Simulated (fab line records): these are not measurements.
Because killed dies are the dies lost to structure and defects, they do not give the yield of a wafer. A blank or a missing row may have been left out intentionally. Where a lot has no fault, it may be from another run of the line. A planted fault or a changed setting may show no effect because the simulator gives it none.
What tool caused it? + flow n5Finfet + 12 lots (36 wafers sampled), 1 step of a 1938-step route

## WHAT THE GAUGES READ, wafer by wafer
N5_BEOL_M5_OVL_MEAS_12.
| lot  | measured     | on         | M5_OVL (nm)   |
|------|--------------|------------|---------------|
| L075 | day 11 06:50 | overlay-01 | -0.1 0.8 1.6  |
| L077 | day 11 15:19 | overlay-02 | -0.2 0.1 0.4  |
| L080 | day 12 05:39 | overlay-01 | -0.7 1.0 -0.2 |
| L082 | day 12 14:59 | overlay-02 | 1.8 0.1 -0.2  |
| L084 | day 12 19:31 | overlay-01 | 0.1 -0.1 0.1  |
| L086 | day 13 10:26 | overlay-02 | 0.2 0.5 0.5   |
| L088 | day 14 01:02 | overlay-02 | -0.2 -0.2 0.3 |
| L087 | day 14 06:01 | overlay-01 | -0.4 0.5 0.2  |
| L091 | day 14 14:46 | overlay-01 | -0.7 -0.5 0.3 |
| L079 | day 15 14:53 | overlay-01 | -0.6 0.3 0.3  |
| L096 | day 16 00:55 | overlay-02 | 2.0 1.1 1.5   |
| L095 | day 16 16:05 | overlay-02 | 0.1 -0.3 1.0  |

## WHICH TOOL RAN EACH LOT (tool, then ch and the chambers of the sampled wafers, then the start)
Before these readings, the record contains no process step.

## THE ANSWER, worked out from the rows above alone
Rule: the usual values come from the lots themselves. Put in order of their means at a reading, lots are off if they are a third of the lots or fewer, leave a main group of 4 or more, and stand apart from it by a gap of 3 or more times the standard deviation of the main group's means; of several such gaps the widest counts. Not used: any main group whose means are identical at the precision the tables above print for the reading. Also off: a lot with no number at a reading for which 4 or more lots have one. Any other lot the step has rows for is counted as sound.
No lot is off at any reading shown: from this, nothing can be told.

## WHAT HAD BEEN PUT IN BY THE SIMULATOR
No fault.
